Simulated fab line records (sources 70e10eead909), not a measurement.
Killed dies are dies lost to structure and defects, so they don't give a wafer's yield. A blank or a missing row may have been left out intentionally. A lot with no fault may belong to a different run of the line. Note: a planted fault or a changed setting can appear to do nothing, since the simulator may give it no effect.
Which of the tools did it? || flow nand-harc || 6 lots (18 wafers sampled), 1 step of a 1302-step route

== WHAT THE GAUGES READ, wafer by wafer ==
NHARC_A_CHANNEL_HOLE_D2_INSPECT_12.
{"lot": "L211", "measured": "day 13 15:00", "on": "defect-inspect-01", "raw-defect-count": "53 48 63"}
{"lot": "L213", "measured": "day 14 15:11", "on": "defect-inspect-02", "raw-defect-count": "5 7 7"}
{"lot": "L220", "measured": "day 17 11:55", "on": "defect-inspect-01", "raw-defect-count": "8 9 8"}
{"lot": "L223", "measured": "day 19 05:59", "on": "defect-inspect-01", "raw-defect-count": "58 50 55"}
{"lot": "L228", "measured": "day 21 00:33", "on": "defect-inspect-01", "raw-defect-count": "57 49 53"}
{"lot": "L232", "measured": "day 22 18:57", "on": "defect-inspect-02", "raw-defect-count": "5 6 2"}

== EACH LOT AND THE TOOL THAT RAN IT (in order: tool; ch and the chambers of the sampled wafers; start) ==
There is no process step in the record ahead of these readings.

== THE ANSWER, worked out from the rows above alone ==
Rule: usual is defined by the lots themselves. The widest of any qualifying gaps counts: lots, ordered by their means at a reading, are off when they make up no more than a third of the lots, leave a main group of 4 or more, and stand apart from it by 3 or more times the standard deviation of that group's means. A main group whose means are all the same, to the digits that the tables above print for the reading, isn't used. Also off: a lot with no number at a reading for which 4 or more lots have one. The other lots that the step has rows for count as sound.
No lot is off on any of the readings shown, so nothing can be concluded from this.

== WHAT HAD BEEN PUT IN BY THE SIMULATOR ==
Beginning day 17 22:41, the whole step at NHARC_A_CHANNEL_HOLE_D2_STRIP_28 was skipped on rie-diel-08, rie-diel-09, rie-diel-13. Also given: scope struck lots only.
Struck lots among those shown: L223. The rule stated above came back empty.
